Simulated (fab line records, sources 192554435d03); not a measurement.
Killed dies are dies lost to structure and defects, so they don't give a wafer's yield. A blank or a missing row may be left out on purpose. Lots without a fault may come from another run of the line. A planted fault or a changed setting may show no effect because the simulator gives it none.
Which tool did it? | flow n5_finfet | 9 lots, 27 wafers sampled, at 5 steps of a route of 1938

WHAT THE GAUGES READ, wafer by wafer
N5_BEOL_M4_RC_MEAS_101.
lot  | measured     | on        | DIBL_N (mV/V)  | DIBL_P (mV/V)  | IOFF_N (nA/um) | IOFF_N_85C (nA/um) | IOFF_N_LIN (nA/um) | IOFF_N_LONG (nA/um)        | IOFF_P (nA/um) | IOFF_P_LONG (nA/um)        | ION_N (uA/um) | ION_P (uA/um) | SS_N (mV/dec)  | SS_P (mV/dec)  | VT_N (mV)   | VT_N_LONG (mV)    | VT_N_LVT (mV) | VT_P (mV)
L510 | day 7 18:26  | prober-02 | 37.9 38.2 37.5 | 38.3 39.7 38.2 | 0.19 0.21 0.19 | 3.7 3.9 3.6        | 0.087 0.096 0.090  | 5.85e-05 5.78e-05 5.69e-05 | 0.27 0.31 0.27 | 0.000117 0.000115 0.000112 | 683 705 688   | 472 484 470   | 71.8 71.7 71.7 | 74.1 74.4 74.0 | 247 245 245 | 275.1 274.4 275.1 | 95 93 95      | -245 -244 -246
L514 | day 8 18:02  | prober-02 | 36.8 35.1 34.9 | 36.4 34.4 34.6 | 0.15 0.13 0.13 | 3.0 2.7 2.6        | 0.069 0.063 0.062  | 5.32e-05 5.34e-05 5.31e-05 | 0.20 0.18 0.18 | 0.000101 9.9e-05 0.000101  | 654 664 668   | 452 455 459   | 72.1 70.7 71.4 | 73.0 72.6 73.1 | 254 253 253 | 274.7 276.2 276.0 | 101 101 102   | -254 -253 -253
L516 | day 9 06:25  | prober-02 | 39.9 38.3 37.1 | 40.2 37.8 35.9 | 0.22 0.18 0.17 | 3.9 3.5 3.3        | 0.093 0.087 0.082  | 5.6e-05 5.6e-05 5.76e-05   | 0.26 0.23 0.21 | 0.000103 0.000107 0.000108 | 692 689 701   | 471 473 477   | 72.2 71.7 71.5 | 75.1 73.6 74.6 | 247 247 246 | 273.3 272.5 272.3 | 95 95 95      | -246 -246 -248
L520 | day 9 22:16  | prober-01 | 35.1 34.2 34.3 | 35.4 34.7 32.9 | 0.14 0.06 0.11 | 2.8 1.4 2.3        | 0.069 0.029 0.055  | 5.62e-05 3.47e-05 5.59e-05 | 0.20 0.23 0.15 | 0.000118 0.000133 0.000105 | 681 618 656   | 474 468 449   | 71.3 71.3 71.3 | 72.9 73.1 72.6 | 250 277 259 | 278.1 297.3 276.7 | 100 124 106   | -250 -245 -254
L524 | day 12 21:15 | prober-01 | 37.7 36.4 37.2 | 35.8 34.5 34.4 | 0.08 0.15 0.07 | 1.7 2.9 1.6        | 0.037 0.072 0.033  | 3.71e-05 5.72e-05 3.73e-05 | 0.26 0.19 0.23 | 0.000125 0.000102 0.00013  | 641 675 627   | 482 462 468   | 72.6 72.1 72.3 | 73.5 72.9 72.9 | 271 250 273 | 295.2 272.4 300.0 | 118 98 120    | -240 -251 -245
L527 | day 14 01:24 | prober-01 | 38.9 36.9 37.8 | 37.9 34.5 36.4 | 0.18 0.15 0.15 | 3.4 2.9 3.0        | 0.081 0.069 0.067  | 5.22e-05 5.2e-05 5.09e-05  | 0.24 0.19 0.22 | 0.000104 0.000101 9.7e-05  | 673 673 648   | 462 456 451   | 71.4 71.2 72.2 | 74.0 73.6 74.2 | 248 249 253 | 277.1 275.1 276.3 | 99 102 103    | -249 -252 -252
L529 | day 14 09:01 | prober-01 | 36.4 36.8 36.2 | 36.4 38.3 37.6 | 0.18 0.19 0.18 | 3.3 3.5 3.4        | 0.073 0.083 0.081  | 5.73e-05 5.47e-05 5.54e-05 | 0.21 0.24 0.25 | 0.000104 0.000107 0.000104 | 668 685 681   | 460 466 469   | 72.1 71.9 71.6 | 73.0 74.0 74.3 | 249 247 246 | 275.0 273.0 276.2 | 100 98 97     | -249 -248 -246
L531 | day 13 00:07 | prober-02 | 38.4 35.6 38.0 | 36.3 34.7 37.4 | 0.17 0.12 0.16 | 3.4 2.5 3.2        | 0.074 0.061 0.078  | 5.69e-05 5.64e-05 5.62e-05 | 0.21 0.19 0.22 | 0.00011 0.000112 0.00011   | 663 668 676   | 453 464 460   | 72.6 71.1 72.0 | 73.2 73.2 74.0 | 250 252 248 | 276.3 275.8 275.5 | 102 104 100   | -250 -251 -246
L533 | day 15 04:40 | prober-01 | 36.2 36.5 36.9 | 36.7 36.7 37.3 | 0.15 0.15 0.16 | 3.0 3.0 3.0        | 0.071 0.070 0.072  | 5.59e-05 5.53e-05 5.58e-05 | 0.21 0.21 0.21 | 0.000101 0.000105 0.000101 | 668 668 665   | 460 458 457   | 71.1 70.7 71.4 | 73.1 73.2 74.1 | 250 251 251 | 274.8 274.7 271.4 | 98 98 98      | -249 -248 -250

WHICH TOOL RAN EACH LOT (tool, then ch and the chambers of the sampled wafers, then the start)
lot  | N5_HKMG_FIN_STRIP_89               | N5_HKMG_FIN_NWFM_ALD_20             | N5_HKMG_FIN_W_FILL_22        | N5_HKMG_FIN_CMP_94
L510 | rie_diel-03 ch 1,2,3, day 4 09:27  | ald_metal-04 ch 0,2, day 4 10:01    | cvd_w-01 ch 0,1, day 4 11:38 | cmp-01 ch 1,2,3, day 4 12:15
L514 | rie_diel-03 ch 0,2, day 5 05:08    | ald_metal-04 ch 0,1, day 5 05:42    | cvd_w-02 ch 0,1, day 5 07:22 | cmp-01 ch 1,2, day 5 08:55
L516 | rie_diel-03 ch 1,3, day 5 15:56    | ald_metal-04 ch 0,1, day 5 16:31    | cvd_w-01 ch 0,1, day 5 18:11 | cmp-02 ch 0,1,3, day 5 18:47
L520 | rie_diel-04 ch 0,1,2, day 6 16:05  | ald_metal-04 ch 1,2,3, day 6 16:40  | cvd_w-02 ch 0,1, day 6 18:23 | cmp-04 ch 0,1,2, day 6 18:58
L524 | rie_diel-03 ch 1,3, day 7 21:53    | ald_metal-04 ch 1,2,3, day 7 22:28  | cvd_w-01 ch 0,1, day 8 00:22 | cmp-04 ch 0,3, day 8 01:01
L527 | rie_diel-02 ch 0,1,2, day 8 17:13  | ald_metal-03 ch 1,2,3, day 8 17:47  | cvd_w-02 ch 0,1, day 8 19:26 | cmp-01 ch 1,2,3, day 8 20:02
L529 | rie_diel-03 ch 0,3, day 9 02:52    | ald_metal-02 ch 0,2,3, day 9 03:27  | cvd_w-01 ch 0, day 9 05:08   | cmp-02 ch 0,1,2, day 9 05:44
L531 | rie_diel-03 ch 0,2,3, day 9 13:50  | ald_metal-03 ch 0,1,3, day 9 14:28  | cvd_w-02 ch 0,1, day 9 16:05 | cmp-02 ch 0,1,2, day 9 16:46
L533 | rie_diel-04 ch 0,2,3, day 10 09:54 | ald_metal-03 ch 0,2,3, day 10 10:29 | cvd_w-02 ch 0, day 10 12:13  | cmp-02 ch 1,2,3, day 10 12:50
- N5_HKMG_FIN_STRIP_89: strips SOC in N2/H2, time 20 s.
- N5_HKMG_FIN_NWFM_ALD_20: deposits TiAlC, target thk 2 nm, pulse time 3 s, purge time 2 s.
- N5_HKMG_FIN_W_FILL_22: material W, target thk 60 nm, time 18.2 s.
- N5_HKMG_FIN_CMP_94: polishes, stops on SiNx, t overpolish 4.7 s, target thk 43.299 nm.

WHAT THE TOOLS THEMSELVES READ (means of the sampled wafers that have a number; where no wafer has one, the mark that the record gives instead)
N5_HKMG_FIN_STRIP_89.
lot  | tool        | drypump_motor_current_A (A) | oes_product_au (a.u.) | rf_vpp_V (V) | showerhead_plenum_p_Torr (Torr) | throttle_valve_pct (%)
L510 | rie_diel-03 | 5.5                         | 0.86                  | 54.8         | 3.46                            | 19.1
L514 | rie_diel-03 | 5.3                         | 0.72                  | 53.7         | 3.30                            | 19.5
L516 | rie_diel-03 | 5.8                         | 0.89                  | 55.1         | 3.46                            | 18.8
L520 | rie_diel-04 | 6.3                         | 0.86                  | 53.7         | 3.30                            | 18.9
L524 | rie_diel-03 | 5.7                         | 0.85                  | 54.4         | 3.45                            | 18.8
L527 | rie_diel-02 | 6.2                         | 0.82                  | 54.5         | 3.44                            | 19.0
L529 | rie_diel-03 | 5.6                         | 0.74                  | 54.4         | 3.29                            | 19.1
L531 | rie_diel-03 | 5.4                         | 0.73                  | 54.8         | 3.35                            | 19.3
L533 | rie_diel-04 | 6.0                         | 0.83                  | 54.2         | 3.24                            | 18.7

N5_HKMG_FIN_NWFM_ALD_20.
lot  | tool         | heater_power_w (W) | precursor_pulse_height_rel
L510 | ald_metal-04 | 487                | 0.990
L514 | ald_metal-04 | 520                | 0.987
L516 | ald_metal-04 | 532                | 1.006
L520 | ald_metal-04 | 451                | 0.995
L524 | ald_metal-04 | 452                | 0.983
L527 | ald_metal-03 | 514                | 0.986
L529 | ald_metal-02 | 510                | 0.986
L531 | ald_metal-03 | 487                | 0.995
L533 | ald_metal-03 | 480                | 1.000

N5_HKMG_FIN_W_FILL_22.
lot  | tool     | heater_power_w (W) | throttle_valve_pct (%)
L510 | cvd_w-01 | 879                | 19.0
L514 | cvd_w-02 | 957                | 19.6
L516 | cvd_w-01 | 875                | 19.0
L520 | cvd_w-02 | 970                | 19.4
L524 | cvd_w-01 | 838                | 18.7
L527 | cvd_w-02 | 961                | 19.7
L529 | cvd_w-01 | 803                | 18.6
L531 | cvd_w-02 | 955                | 20.0
L533 | cvd_w-02 | 966                | 20.0

N5_HKMG_FIN_CMP_94.
lot  | tool   | motor_current_A (A)
L510 | cmp-01 | 12.6
L514 | cmp-01 | 13.9
L516 | cmp-02 | 10.8
L520 | cmp-04 | 12.4
L524 | cmp-04 | 10.7
L527 | cmp-01 | 12.8
L529 | cmp-02 | 11.0
L531 | cmp-02 | 10.5
L533 | cmp-02 | 12.4

THE ANSWER, worked out from the rows above alone
Rule: what is usual is taken from the lots themselves. Put in order of their means at a reading, lots are off if they are a third of the lots or fewer, leave a main group of 4 or more, and stand apart from it by a gap of 3 or more times the standard deviation of the main group's means; of several such gaps the widest counts. A main group whose means are all the same, to the digits that the tables above print for the reading, isn't used. A lot without any number at a reading at which 4 lots or more have one is off too. The other lots that the step has rows for count as sound. The gauges are gone through in route order, then the tools' own readings, and for those a lot's mean is taken as printed above. The first step at which some lot is off is used, and at that step the reading that is off furthest; a lot without a number counts as furthest.
Off: L520, L524, at N5_BEOL_M4_RC_MEAS_101 (VT_N_LONG). The main group: mean 274.8 mV, standard deviation 1.2.
A tool fits if, at a process step before that reading, it ran every lot that is off, and no sound lot after the first of them. The gauges at N5_BEOL_M4_RC_MEAS_101 are tried like those tools. Can't be told from this: 2 tools fit, ald_metal-04 at N5_HKMG_FIN_NWFM_ALD_20, cmp-04 at N5_HKMG_FIN_CMP_94.

WHAT THE SIMULATOR HAD PUT IN
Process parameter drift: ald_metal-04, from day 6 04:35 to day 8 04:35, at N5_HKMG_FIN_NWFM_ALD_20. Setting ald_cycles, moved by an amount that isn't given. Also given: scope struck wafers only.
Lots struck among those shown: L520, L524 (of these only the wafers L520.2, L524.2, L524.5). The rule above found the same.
